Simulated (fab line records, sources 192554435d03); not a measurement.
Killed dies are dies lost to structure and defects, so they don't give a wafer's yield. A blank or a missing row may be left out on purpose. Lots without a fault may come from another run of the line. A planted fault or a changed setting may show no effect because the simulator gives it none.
fab line records | flow n5_finfet
record lots=10 wafers=30 last_day=17
route steps=1938 shown BEOL_M3@1006 BEOL_M4@1021 PASSIVATION@1936
lots that met no fault: from a run of the same line without faults
start_h: hours from the record's first day to the start of the lot's first wafer shown | wait_h: hours since the lot's step before | " the same as in the row above | L1.1+2: a row that stands for several wafers | - no value, or no start given | * or withheld: withheld | < > ~ a bound
route shown NAME@n: a module of which the file shows steps, and the number in the route of the first | usual: mean/standard deviation of fault-free wafers | same: alike in all rows | chamber/n: place in a boat | sites: the reading at each site | _std_site: their standard deviation | _edge_site: outer sites' mean less inner sites' | radius_mm: how far each site lies from the wafer's centre | mask NAME#n: copy n | behind: the tool/chamber that last shaped the wafer | hold: why the lot was held/for how many hours/how that ended | device: the transistor (n, p or np) that didn't switch | end of line: the same wafers' tests at the end of the route | a step without rows: its recipe alone | killed: dies lost to structure and defects at the first sort, not the wafer's yield | map: a wafer's dies, x killed, . not, _ none there
set.NAME: the setting as run; set.NAME@STEP: as run at that earlier step | model.NAME: the simulator's own value behind a step, which no gauge read
steps of the route over a sample of lots; a table a step, a row a wafer
services: from which hour (start_h, from the record's first day; less than 0 if before it) a tool's chamber was out of use, for how many hours, and why
## steps
# step N5_BEOL_M3_SPUTTER_92
# recipe material=Cu target_thk_a=45 temp_c=-20 chamber_pressure_pa=0.07 power_w=withheld time_s=8.29
# usual throttle_valve_pct=30.3/1.1
# columns lot.wafer tool chamber start_h wait_h throttle_valve_pct
L343.1 pvd_sputter-02 - 158.08 0.1 30.2
L343.4 " - " " 31.7
L343.6 " - " " 28.7
L344.2 pvd_sputter-03 - 183.39 0.1 29.0
L344.3 " - " " 28.6
L344.5 " - " " 32.0
L346.2 pvd_sputter-01 - 187.43 0.1 29.4
L346.4 " - " " 31.2
L346.6 " - " " 31.1
L345.1 pvd_sputter-03 - 187.88 0.1 30.3
L345.2 " - " " 31.9
L345.5 " - " " 28.5
L348.3 pvd_sputter-03 - 193.54 0.1 28.9
L348.5 " - " " 30.0
L348.6 " - " " 28.3
L354.1 pvd_sputter-03 - 234.35 0.1 29.0
L354.5 " - " " 30.4
L354.6 " - " " 31.8
L357.1 pvd_sputter-03 - 245.78 0.1 30.1
L357.3 " - " " 31.7
L357.4 " - " " 28.5
L359.1 pvd_sputter-02 - 256.98 0.1 29.0
L359.2 " - " " 30.4
L359.4 " - " " 31.5
L360.2 pvd_sputter-03 - 263.21 0.1 28.5
L360.5 " - " " 31.5
L360.6 " - " " 30.5
L364.1 pvd_sputter-03 - 289.33 0.1 31.8
L364.2 " - " " 28.3
L364.5 " - " " 31.8
# step N5_BEOL_M3_CO_CAP_55
# recipe material=Co target_thk_a=20 temp_c=200 precursor=CCTBA/H2 pressure_torr=30 time_s=102.1
# usual chamber_pressure_Torr=30.00/0.064 heater_power_w=232/10
# columns lot.wafer tool chamber start_h wait_h chamber_pressure_Torr heater_power_w
L343.1 cvd_co-02 2 159.40 0.0 30.03 244
L343.4 " 2 " " 30.00 233
L343.6 " 1 " " 30.01 225
L344.2 cvd_co-02 1 184.69 0.0 30.06 227
L344.3 " 0 " " 30.02 241
L344.5 " 2 " " 30.06 242
L346.2 cvd_co-01 1 188.77 0.0 30.00 226
L346.4 " 1 " " 29.96 225
L346.6 " 2 " " 29.99 216
L345.1 cvd_co-02 1 189.27 0.0 29.96 221
L345.2 " 2 " " 29.99 237
L345.5 " 2 " " 29.95 242
L348.3 cvd_co-02 1 194.84 0.0 30.01 225
L348.5 " 1 " " 29.92 228
L348.6 " 0 " " 30.10 238
L354.1 cvd_co-01 1 235.66 0.0 30.07 225
L354.5 " 1 " " 30.06 219
L354.6 " 2 " " 30.01 218
L357.1 cvd_co-02 0 247.26 0.0 29.97 239
L357.3 " 2 " " 30.02 245
L357.4 " 1 " " 29.98 225
L359.1 cvd_co-01 0 258.31 0.0 29.98 240
L359.2 " 1 " " 30.00 229
L359.4 " 1 " " 30.00 219
L360.2 cvd_co-02 1 264.52 0.0 30.06 221
L360.5 " 2 " " 29.94 242
L360.6 " 1 " " 29.99 222
L364.1 cvd_co-02 1 290.66 0.0 29.96 223
L364.2 " 0 " " 29.95 223
L364.5 " 2 " " 30.11 241
# step N5_BEOL_M4_ILD_DEP_00
# recipe material=SiOC target_thk_a=790 temp_c=350 precursor=DEMS/O2 pressure_torr=5 rf_w=500 time_s=15.3
# usual chamber_pressure_Torr=5.000/0.011 heater_power_w=477/67 showerhead_plenum_p_Torr=5.696/0.016 throttle_valve_pct=11.8/0.67
# columns lot.wafer tool chamber start_h wait_h chamber_pressure_Torr heater_power_w showerhead_plenum_p_Torr throttle_valve_pct
L343.1 pecvd-01 0 159.65 0.0 4.997 414 5.685 11.5
L343.4 " 2 " " 4.997 424 5.705 12.0
L343.6 " 1 " " 4.994 603 5.711 11.9
L344.2 pecvd-03 1 184.94 0.0 4.998 554 5.715 12.2
L344.3 " 2 " " 4.996 393 5.675 11.3
L344.5 " 0 " " 4.999 391 5.684 12.2
L346.2 pecvd-01 1 189.01 0.0 5.017 539 5.702 12.0
L346.4 " 2 " " 5.023 508 5.734 12.3
L346.6 " 1 " " 5.008 539 5.706 12.2
L345.1 pecvd-01 0 189.53 0.0 5.004 408 5.688 11.5
L345.2 " 2 " " 4.992 433 5.707 12.3
L345.5 " 2 " " 4.998 451 5.706 12.2
L348.3 pecvd-01 2 195.09 0.0 5.002 440 5.703 12.5
L348.5 " 2 " " 4.997 461 5.696 12.4
L348.6 " 0 " " 5.024 388 5.687 11.7
L354.1 pecvd-01 0 235.93 0.0 4.996 457 5.695 11.6
L354.5 " 0 " " 4.999 430 5.677 11.6
L354.6 " 1 " " 4.999 603 5.704 12.1
L357.1 pecvd-01 1 247.55 0.0 4.997 561 5.700 12.0
L357.3 " 0 " " 4.995 425 5.676 11.5
L357.4 " 1 " " 5.007 584 5.694 11.9
L359.1 pecvd-04 1 258.55 0.0 4.979 549 5.673 13.1
L359.2 " 2 " " 5.007 469 5.711 10.7
L359.4 " 1 " " 4.976 547 5.688 13.0
L360.2 pecvd-03 0 264.76 0.0 5.007 399 5.701 12.3
L360.5 " 2 " " 4.987 357 5.695 11.4
L360.6 " 1 " " 4.991 473 5.728 12.3
L364.1 pecvd-04 2 290.91 0.0 4.981 458 5.725 10.7
L364.2 " 1 " " 4.988 478 5.676 13.0
L364.5 " 0 " " 5.007 426 5.677 11.9
# step N5_BEOL_M4_THK_MEAS_01
# recipe reads=SiOC_of_BEOL_M4_ILD_DEP_00
# usual M4_ILD_THK=78.7/1
# columns lot.wafer tool chamber start_h wait_h M4_ILD_THK[nm]
L343.1 film_metro-01 - 159.72 0.0 78.2
L343.4 " - " " 79.1
L343.6 " - " " 79.6
L344.2 film_metro-01 - 185.01 0.1 77.2
L344.3 " - " " 79.6
L344.5 " - " " 80.3
L346.2 film_metro-01 - 189.08 0.1 78.0
L346.4 " - " " 80.8
L346.6 " - " " 79.4
L345.1 film_metro-01 - 189.60 0.0 78.4
L345.2 " - " " 78.8
L345.5 " - " " 79.7
L348.3 film_metro-02 - 195.16 0.1 78.2
L348.5 " - " " 79.1
L348.6 " - " " 79.3
L354.1 film_metro-02 - 236.02 0.1 74.9
L354.5 " - " " 75.8
L354.6 " - " " 80.5
L357.1 film_metro-01 - 247.63 0.1 79.3
L357.3 " - " " 75.3
L357.4 " - " " 79.6
L359.1 film_metro-01 - 258.62 0.0 78.4
L359.2 " - " " 78.1
L359.4 " - " " 79.4
L360.2 film_metro-01 - 264.83 0.1 79.2
L360.5 " - " " 79.1
L360.6 " - " " 79.3
L364.1 film_metro-02 - 291.19 0.3 78.4
L364.2 " - " " 77.8
L364.5 " - " " 79.2
# step N5_BEOL_M4_HM_DEP_02
# recipe material=TiN target_thk_a=200 temp_c=25 chamber_pressure_pa=0.49996
# usual throttle_valve_pct=30.4/0.99
# columns lot.wafer tool chamber start_h wait_h throttle_valve_pct
L343.1 pvd_sputter-02 - 161.20 1.4 31.3
L343.4 " - " " 28.9
L343.6 " - " " 31.7
L344.2 pvd_sputter-01 - 185.83 0.8 30.9
L344.3 " - " " 31.6
L344.5 " - " " 30.7
L346.2 pvd_sputter-02 - 189.62 0.5 30.5
L346.4 " - " " 29.8
L346.6 " - " " 29.2
L345.1 pvd_sputter-01 - 190.16 0.5 31.5
L345.2 " - " " 29.6
L345.5 " - " " 29.6
L348.3 pvd_sputter-02 - 195.56 0.4 29.1
L348.5 " - " " 30.3
L348.6 " - " " 30.0
L354.1 pvd_sputter-03 - 237.95 1.9 31.5
L354.5 " - " " 28.9
L354.6 " - " " 28.4
L357.1 pvd_sputter-01 - 247.74 0.0 30.9
L357.3 " - " " 31.1
L357.4 " - " " 31.5
L359.1 pvd_sputter-03 - 258.71 0.0 30.0
L359.2 " - " " 28.3
L359.4 " - " " 29.2
L360.2 pvd_sputter-02 - 266.37 1.5 31.8
L360.5 " - " " 30.4
L360.6 " - " " 29.1
L364.1 pvd_sputter-01 - 293.38 2.1 31.0
L364.2 " - " " 31.1
L364.5 " - " " 29.3
# step N5_BEOL_M4_RC_MEAS_101
# usual DIBL_N=35.8/1.8 DIBL_P=35.6/2 IOFF_N=0.148/0.028 IOFF_P=0.20/0.034 ION_N=672/12 ION_P=462/8.5 SS_N=71.2/0.65 SS_P=73.1/0.67 VT_N=251/3.3 VT_P=-251/3.8
# columns lot.wafer tool chamber start_h wait_h DIBL_N[mV/V] DIBL_P[mV/V] IOFF_N[nA/um] IOFF_P[nA/um] ION_N[uA/um] ION_P[uA/um] SS_N[mV/dec] SS_P[mV/dec] VT_N[mV] VT_P[mV]
L343.1 prober-01 0 168.26 0.0 35.3 35.9 0.161 0.22 685 471 71.8 73.3 252 -248
L343.4 " 0 " " 34.6 34.8 0.154 0.20 675 462 71.3 73.1 250 -248
L343.6 " 0 " " 35.5 35.3 0.159 0.22 682 471 72.4 72.5 252 -248
L344.2 prober-01 0 192.61 0.2 36.3 34.1 0.138 0.20 662 464 71.5 73.2 253 -248
L344.3 " 0 " " 36.9 34.5 0.141 0.21 675 469 70.9 73.8 253 -248
L344.5 " 0 " " 38.3 36.7 0.175 0.24 677 468 71.1 73.7 247 -248
L346.2 prober-01 0 196.57 0.2 37.6 36.9 0.169 0.20 693 465 71.9 73.8 245 -252
L346.4 " 0 " " 37.9 37.5 0.162 0.22 684 461 71.7 74.0 247 -249
L346.6 " 0 " " 36.8 35.5 0.147 0.18 675 462 71.4 72.9 251 -254
L345.1 prober-01 0 199.23 0.0 36.3 37.7 0.161 0.19 686 464 71.5 72.9 250 -256
L345.2 " 0 " " 35.4 38.2 0.152 0.20 674 463 71.5 72.6 252 -254
L345.5 " 0 " " 36.7 37.9 0.165 0.19 671 461 71.0 73.1 250 -256
L348.3 prober-01 0 202.41 0.3 38.1 36.8 0.191 0.26 692 481 71.9 72.9 247 -244
L348.5 " 0 " " 37.8 36.6 0.178 0.26 686 475 71.9 73.2 247 -242
L348.6 " 0 " " 37.9 36.3 0.174 0.23 685 468 71.4 73.2 248 -246
L354.1 prober-02 0 247.13 0.0 39.7 38.6 0.244 0.31 677 467 73.2 74.3 245 -242
L354.5 " 0 " " 36.7 35.2 0.162 0.25 668 468 72.6 73.2 252 -243
L354.6 " 0 " " 38.2 37.0 0.192 0.27 669 459 72.4 74.0 248 -248
L357.1 prober-01 0 262.51 0.0 37.7 38.3 0.189 0.22 685 463 71.8 74.0 249 -252
L357.3 " 0 " " 34.0 33.9 0.121 0.17 668 460 71.3 72.1 255 -254
L357.4 " 0 " " 33.2 32.5 0.106 0.14 656 452 70.4 72.6 255 -257
L359.1 prober-01 0 267.31 0.0 38.5 39.8 0.191 0.25 679 463 72.1 73.7 248 -248
L359.2 " 0 " " 35.8 34.5 0.137 0.17 663 454 71.6 73.0 252 -252
L359.4 " 0 " " 35.6 36.1 0.146 0.18 683 466 71.5 73.1 251 -255
L360.2 prober-02 0 273.91 0.2 36.9 35.4 0.152 0.17 679 453 70.9 73.3 251 -255
L360.5 " 0 " " 36.9 36.1 0.153 0.18 675 451 71.9 72.9 252 -254
L360.6 " 0 " " 35.5 35.7 0.140 0.18 682 465 71.0 73.2 251 -252
L364.1 prober-02 0 310.71 0.0 34.5 34.1 0.145 0.19 673 471 70.7 72.4 249 -249
L364.2 " 0 " " 35.1 35.6 0.163 0.21 687 470 70.5 72.9 246 -247
L364.5 " 0 " " 35.3 35.2 0.164 0.21 692 469 70.9 72.9 247 -247
# step N5_PASSIVATION_PROBE_49
# usual defect_limited_yield=91.3/1.5 killed_at_M0_to_M3=34/11 killed_at_M4_up=14/6.1 killed_at_contacts=12/5.9 killed_at_front_end=39/11 killed_at_other=4/3.3 killed_dies=102/18 killed_open=67/13 killed_short=33/7.9 sort_bin_5_function=5.1/1 sort_bin_6_memory=3.3/0.7 sort_n_pass=1077/19 sort_yield_pct=91.3/1.6
# same gross_dies=1180 killed_at_back_side=0 sort_bin_4_leakage[%]=0 sort_bin_8_speed[%]=0
# columns lot.wafer tool chamber start_h wait_h defect_limited_yield[%] killed_at_M0_to_M3 killed_at_M4_up killed_at_contacts killed_at_front_end killed_at_other killed_dies killed_open killed_short sort_bin_5_function[%] sort_bin_6_memory[%] sort_n_pass sort_yield_pct[%]
L344.2 prober-02 - 289.01 0.1 92.6 32 19 9 27 0 87 58 28 4.1 3.2 1093 92.6
L344.3 prober-02 - 289.06 0.1 90.4 41 8 8 56 0 113 70 41 5.7 3.5 1067 90.4
L344.5 prober-02 - 289.16 0.2 90.4 51 9 9 34 10 113 78 35 5.0 4.3 1067 90.4
L354.1 prober-02 - 348.20 0.0 91.5 23 11 12 45 9 100 64 35 5.3 2.9 1080 91.5
L354.5 prober-02 - 348.40 0.2 93.8 36 7 5 20 5 73 46 27 3.9 1.9 1107 93.8
L354.6 prober-02 - 348.45 0.3 92.3 25 21 3 35 7 91 58 30 5.1 2.6 1089 92.3
L359.1 prober-02 - 373.43 0.0 92.4 33 14 8 32 3 90 57 32 4.4 3.1 1090 92.4
L359.2 prober-02 - 373.48 0.1 93.5 20 10 17 30 0 77 47 20 3.4 2.3 1103 93.5
L359.4 prober-02 - 373.58 0.2 92.4 35 11 5 37 2 90 59 29 4.4 3.1 1090 92.4
L357.1 prober-02 - 376.29 0.0 88.8 15 30 33 45 9 132 83 42 7.0 3.5 1048 88.8
L357.3 prober-02 - 376.39 0.1 90.2 18 29 17 45 7 116 83 27 5.8 3.3 1064 90.2
L357.4 prober-02 - 376.44 0.2 89.5 46 15 6 56 1 124 83 38 6.9 3.3 1056 89.5
L360.2 prober-01 - 382.66 0.1 90.1 47 13 13 33 11 117 74 43 5.9 3.6 1063 90.1
L360.5 prober-01 - 382.81 0.2 92.0 42 12 4 33 3 94 62 31 4.2 3.5 1086 92.0
L360.6 prober-01 - 382.86 0.3 91.6 44 18 2 32 3 99 58 35 4.2 3.9 1081 91.6
# killed by level:class
L344.2 BEOL_M0_SAQP:geometric_particle:short=8 BEOL_M4:geometric_particle:open=8 MOL_CONTACT_COAG:geometric_particle:open=7 BEOL_M0_SAQP:geometric_particle:open=7 BEOL_M2:geometric_particle:open=7 BEOL_M3:geometric_particle:open=7 FIN_SAQP:geometric_particle:open=6 STI_FIN_REVEAL:geometric_particle:open=5
L344.3 STI_FIN_REVEAL:geometric_particle:open=21 BEOL_M0_SAQP:geometric_particle:short=13 BEOL_M3:geometric_particle:open=11 BEOL_M0_SAQP:geometric_particle:open=9 FIN_SAQP:geometric_particle:open=8 STI_FIN_REVEAL:geometric_particle:short=7 MOL_CONTACT_COAG:geometric_particle:open=6 FIN_SAQP:geometric_particle:short=5
L344.5 BEOL_M3:geometric_particle:open=16 BEOL_M0_SAQP:geometric_particle:open=10 FIN_SAQP:geometric_particle:open=8 MOL_CONTACT_COAG:geometric_particle:open=8 BEOL_M0_SAQP:geometric_particle:short=8 STI_FIN_REVEAL:geometric_particle:open=7 BEOL_M0:geometric_particle:open=5 FIN_SAQP:geometric_particle:short=4
L354.1 STI_FIN_REVEAL:geometric_particle:open=11 MOL_CONTACT_COAG:geometric_particle:open=9 FIN_SAQP:geometric_particle:short=8 BEOL_M4:geometric_particle:open=7 GATE_CUT:geometric_particle:short=6 BEOL_M0_SAQP:geometric_particle:short=6 STARTING-WAFER:geometric_particle:open=6 FIN_SAQP:geometric_particle:open=5
L354.5 BEOL_M3:geometric_particle:open=10 BEOL_M1:geometric_particle:open=7 GATE_CUT:geometric_particle:short=5 BEOL_M2:geometric_particle:open=5 MOL_CONTACT_COAG:geometric_particle:open=4 BEOL_M0_SAQP:geometric_particle:short=4 BEOL_M3:geometric_particle:short=4 STI_FIN_REVEAL:geometric_particle:open=3
L354.6 FIN_SAQP:geometric_particle:open=7 STI_FIN_REVEAL:geometric_particle:open=7 BEOL_M0_SAQP:geometric_particle:open=6 BEOL_M1:geometric_particle:open=6 BEOL_M4:geometric_particle:short=6 BEOL_M2:geometric_particle:open=5 BEOL_M4:geometric_particle:open=5 FIN_SAQP:geometric_particle:short=4
L359.1 BEOL_M0_SAQP:geometric_particle:short=12 FIN_SAQP:geometric_particle:short=9 MOL_CONTACT_COAG:geometric_particle:open=8 BEOL_M3:geometric_particle:open=8 FIN_SAQP:geometric_particle:open=7 BEOL_M0_SAQP:geometric_particle:open=7 STI_FIN_REVEAL:geometric_particle:open=6 BEOL_M4:geometric_particle:open=4
L359.2 MOL_CONTACT_COAG:geometric_particle:open=11 FIN_SAQP:geometric_particle:open=7 BEOL_M4:geometric_particle:open=7 HKMG_FIN:area_etch=6 MOL_CONTACT_COAG:geometric_particle:short=5 BEOL_M0_SAQP:geometric_particle:short=5 FIN_SAQP:geometric_particle:short=4 BEOL_M0_SAQP:geometric_particle:open=4
L359.4 FIN_SAQP:geometric_particle:open=17 BEOL_M0_SAQP:geometric_particle:open=9 FIN_SAQP:geometric_particle:short=8 BEOL_M3:geometric_particle:open=7 BEOL_M0:geometric_particle:open=6 BEOL_M4:geometric_particle:open=6 MOL_CONTACT_COAG:geometric_particle:open=5 BEOL_M0_SAQP:geometric_particle:short=5
L357.1 MOL_CONTACT_COAG:geometric_particle:open=23 MOL_CONTACT_COAG:geometric_particle:short=10 BEOL_M4:geometric_particle:open=10 FIN_SAQP:geometric_particle:short=9 STI_FIN_REVEAL:geometric_particle:open=9 DUMMY_GATE:geometric_particle:open=8 BEOL_M2:geometric_particle:open=7 FIN_SAQP:geometric_particle:open=6
L357.3 MOL_CONTACT_COAG:geometric_particle:open=15 BEOL_M4:geometric_particle:open=14 FIN_SAQP:geometric_particle:open=13 STI_FIN_REVEAL:geometric_particle:open=6 BEOL_M3:geometric_particle:open=6 DUMMY_GATE:geometric_particle:open=5 BEOL_M4:geometric_particle:short=4 FIN_SAQP:geometric_particle:short=3
L357.4 STI_FIN_REVEAL:geometric_particle:open=23 BEOL_M2:geometric_particle:open=11 STI_FIN_REVEAL:geometric_particle:short=9 BEOL_M3:geometric_particle:open=9 FIN_SAQP:geometric_particle:short=8 BEOL_M4:geometric_particle:open=8 FIN_SAQP:geometric_particle:open=6 BEOL_M0_SAQP:geometric_particle:open=6
L360.2 BEOL_M2:geometric_particle:open=13 MOL_CONTACT_COAG:geometric_particle:open=12 BEOL_M2:geometric_particle:short=12 BEOL_M3:geometric_particle:open=11 BEOL_M4:geometric_particle:open=9 PASS1_CAP:geometric_particle:short=7 BEOL_M0_SAQP:geometric_particle:short=6 FIN_SAQP:geometric_particle:open=5
L360.5 BEOL_M1:geometric_particle:open=9 STI_FIN_REVEAL:geometric_particle:open=8 BEOL_M0_SAQP:geometric_particle:short=8 BEOL_M3:geometric_particle:open=7 FIN_SAQP:geometric_particle:open=6 BEOL_M2:geometric_particle:short=6 BEOL_M4:geometric_particle:open=6 FIN_SAQP:geometric_particle:short=4
L360.6 BEOL_M2:geometric_particle:open=12 BEOL_M0_SAQP:geometric_particle:short=8 FIN_SAQP:geometric_particle:short=7 STI_FIN_REVEAL:geometric_particle:open=7 BEOL_M0_SAQP:geometric_particle:open=6 BEOL_M3:geometric_particle:open=6 FIN_SAQP:geometric_particle:open=5 BEOL_M4:geometric_particle:short=5
## services
# columns tool chamber start_h hours kind
pecvd-04 2 142.72 2.1 scheduled_down
cvd_co-01 2 143.50 16.4 repair
pecvd-04 2 147.09 5.5 scheduled_down
pecvd-04 - 164.08 1.0 repair
cvd_co-01 - 164.81 14.6 pm
pecvd-01 1 167.18 4.5 repair
pecvd-03 2 172.20 2.1 scheduled_down
pecvd-04 0 174.70 5.5 scheduled_down
cvd_co-01 - 212.47 5.0 repair
pecvd-01 - 219.34 6.0 pm
pecvd-01 2 234.42 2.5 repair
pecvd-01 2 236.96 - clean
pecvd-01 2 236.96 - consumable_replace:showerhead
pecvd-01 2 236.96 29.0 scheduled_down
pecvd-01 2 236.96 29.0 vent_cycle
pecvd-01 1 252.08 2.1 scheduled_down
pecvd-03 2 270.65 2.1 repair
pecvd-03 1 288.67 5.5 scheduled_down
pvd_sputter-01 - 290.79 0.8 repair
## key
first_sign step=N5_BEOL_M4_THK_MEAS_01 reading=M4_ILD_THK direction=down sigmas=3.3 usual=78.7 struck=75.3
effect none on later readings
met_at N5_BEOL_M4_ILD_DEP_00
struck_lots L354,L357
struck_wafers L354.1,L354.5,L357.3
not_acting_at N5_BEOL_M3_SPUTTER_92,N5_BEOL_M3_CO_CAP_55,N5_BEOL_M4_HM_DEP_02
onset_between 195.09 235.93
fault kind=process_parameter_drift tool=pecvd-01 chamber=0 onset_h=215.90 steps=N5_BEOL_M4_ILD_DEP_00 channel=time_s offset=* shape=step end_h=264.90 acts_in=* stated=*
